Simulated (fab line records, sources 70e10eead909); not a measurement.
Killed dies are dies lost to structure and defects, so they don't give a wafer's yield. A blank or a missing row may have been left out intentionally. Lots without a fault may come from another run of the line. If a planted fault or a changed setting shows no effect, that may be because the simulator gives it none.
What tool caused it? -- flow nand_harc -- Sampling: 15 lots, 45 wafers, 4 of 1302 route steps

## WHAT THE GAUGES READ, wafer by wafer
NHARC_P_STI_CD_MEAS_09: the cd target is 200 nm.
lot,measured,on,cd_nm (nm)
L407,day 3 16:19,cd_sem-01,198.5 197.6 196.1
L408,day 4 00:42,cd_sem-02,197.1 198.5 199.1
L411,day 5 09:25,cd_sem-02,198.9 201.6 199.0
L412,day 5 17:29,cd_sem-03,199.8 196.5 198.5
L414,day 6 17:18,cd_sem-02,196.4 196.5 194.1
L417,day 7 21:11,cd_sem-02,198.6 198.9 200.8
L423,day 10 06:52,cd_sem-02,196.0 202.0 200.7
L424,day 10 16:59,cd_sem-03,200.2 200.3 200.6
L425,day 11 03:32,cd_sem-02,197.3 199.2 200.4
L426,day 11 13:43,cd_sem-01,198.1 198.3 199.8
L427,day 11 22:41,cd_sem-02,197.6 196.2 198.5
L428,day 12 10:53,cd_sem-03,200.7 199.6 198.4

NHARC_P_STI_INSPECT_11.
lot,measured,on,raw_defect_count
L407,day 3 16:26,defect_inspect-01,3 3 3
L408,day 4 00:50,defect_inspect-01,1 5 9
L411,day 5 09:33,defect_inspect-02,6 4 6
L412,day 5 17:37,defect_inspect-01,10 11 4
L414,day 6 17:25,defect_inspect-02,11 7 1
L417,day 7 21:18,defect_inspect-01,5 4 4
L423,day 10 06:59,defect_inspect-02,8 6 7
L424,day 10 17:07,defect_inspect-02,5 2 3
L425,day 11 03:40,defect_inspect-01,5 7 6
L426,day 11 13:51,defect_inspect-01,9 9 5
L427,day 11 22:48,defect_inspect-02,6 2 6
L428,day 12 11:00,defect_inspect-01,6 4 5

## WHICH TOOL RAN EACH LOT (tool, then ch and the chambers of the sampled wafers, then the start)
lot,NHARC_P_ZERO_WELL_DESCUM_13,NHARC_P_ZERO_WELL_IMPLANT_60
L407,"rie_diel-10 ch 0,2,3, day 2 17:16","implanter-02 ch 0, day 2 20:51"
L408,"rie_diel-03 ch 1,2,3, day 3 03:16","implanter-02 ch 0, day 3 06:49"
L411,"rie_diel-03 ch 0,1,3, day 4 09:23","implanter-02 ch 0, day 4 12:52"
L412,"rie_diel-09 ch 1,2, day 4 19:23","implanter-02 ch 0, day 4 23:22"
L414,"rie_diel-10 ch 0,2,3, day 5 15:47","implanter-02 ch 0, day 5 19:17"
L417,"rie_diel-10 ch 0,1,3, day 6 21:26","implanter-01 ch 0, day 7 00:39"
L418,"rie_diel-03 ch 0,1,2, day 7 07:25","implanter-01, day 7 10:59"
L419,"rie_diel-10 ch 2,3, day 7 17:24","implanter-02, day 7 20:55"
L420,"rie_diel-03 ch 0,2, day 8 03:26","implanter-02, day 8 09:41"
L423,"rie_diel-09 ch 2,3, day 9 09:24","implanter-01 ch 0, day 9 12:53"
L424,"rie_diel-09 ch 2,3, day 9 19:16","implanter-02 ch 0, day 9 22:43"
L425,"rie_diel-10 ch 0,1, day 10 05:49","implanter-01 ch 0, day 10 09:59"
L426,"rie_diel-03 ch 1,2, day 10 15:17","implanter-02 ch 0, day 10 18:53"
L427,"rie_diel-03 ch 1,2, day 11 01:20","implanter-01 ch 0, day 11 04:43"
L428,"rie_diel-09 ch 0,1, day 11 11:16","implanter-01 ch 0, day 11 14:43"
- NHARC_P_ZERO_WELL_DESCUM_13: chemistry O2, time 3 s.
- NHARC_P_ZERO_WELL_IMPLANT_60

## WHAT THE TOOLS THEMSELVES READ (means of the sampled wafers that have a number; where no wafer has one, the mark that the record gives instead)
NHARC_P_ZERO_WELL_DESCUM_13.
lot,tool,drypump_motor_current_A (A),oes_product_au (a.u.),rf_vpp_V (V),showerhead_plenum_p_Torr (Torr),throttle_valve_pct (%)
L407,rie_diel-10,5.4,0.995,58.3,1.89,11.311
L408,rie_diel-03,5.7,0.999,58.5,1.97,11.316
L411,rie_diel-03,5.8,0.995,57.5,1.91,11.314
L412,rie_diel-09,5.5,1.001,58.5,1.93,11.308
L414,rie_diel-10,5.4,0.998,58.9,1.98,11.313
L417,rie_diel-10,5.5,0.995,57.4,1.94,11.320
L418,rie_diel-03,5.7,1.011,58.0,1.90,11.302
L419,rie_diel-10,5.6,0.982,57.3,2.02,11.310
L420,rie_diel-03,5.7,1.001,57.8,1.89,11.308
L423,rie_diel-09,5.3,0.989,57.0,1.91,11.309
L424,rie_diel-09,5.3,0.993,56.8,1.91,11.307
L425,rie_diel-10,6.1,0.988,57.4,1.93,11.315
L426,rie_diel-03,5.5,0.998,58.4,1.95,11.317
L427,rie_diel-03,5.6,0.999,58.0,1.90,11.307
L428,rie_diel-09,5.7,1.004,57.7,1.97,11.321

NHARC_P_ZERO_WELL_IMPLANT_60.
lot,tool,beam_energy_keV,beam_on_s (s),tilt_deg (degrees)
L407,implanter-02,29.992,9.96,6.998
L408,implanter-02,30.012,10.07,6.988
L411,implanter-02,30.003,10.01,7.016
L412,implanter-02,29.996,9.95,6.974
L414,implanter-02,29.995,9.94,6.966
L417,implanter-01,30.009,9.93,7.009
L418,implanter-01,-,-,-
L419,implanter-02,-,-,-
L420,implanter-02,-,-,-
L423,implanter-01,30.001,9.85,7.005
L424,implanter-02,30.010,10.28,6.995
L425,implanter-01,29.995,10.19,7.001
L426,implanter-02,29.991,9.88,6.985
L427,implanter-01,29.991,10.09,7.002
L428,implanter-01,29.997,10.04,7.005

## THE ANSWER, worked out from the rows above alone
Rule: usual is defined by the lots themselves. Put in order of their means at a reading, lots are off if they are a third of the lots or fewer, leave a main group of 4 or more, and stand apart from it by a gap of 3 or more times the standard deviation of the main group's means; of several such gaps the widest counts. The tables above print the reading to a certain number of digits; a main group whose means all agree to those digits is not used. Also off: a lot with no number at a reading for which 4 or more lots have one. Where the step has rows for the other lots, those lots are counted as sound. First the gauges in route order, then the tools' own readings, where a lot's mean is used as printed above. The first step at which some lot is off is used, and at that step the reading that is off furthest; a lot without a number counts as furthest.
Off: L418, L419, L420 (NHARC_P_ZERO_WELL_IMPLANT_60, beam_energy_keV). Without a number there: L418, L419, L420. The main group: mean 29.999, standard deviation 0.0072.
If a tool, at that step or one of the process steps before it, ran each lot that is off and ran no sound lot following the first of them, it fits. Not one of the candidates tried fits.

## WHAT THE SIMULATOR HAD PUT IN
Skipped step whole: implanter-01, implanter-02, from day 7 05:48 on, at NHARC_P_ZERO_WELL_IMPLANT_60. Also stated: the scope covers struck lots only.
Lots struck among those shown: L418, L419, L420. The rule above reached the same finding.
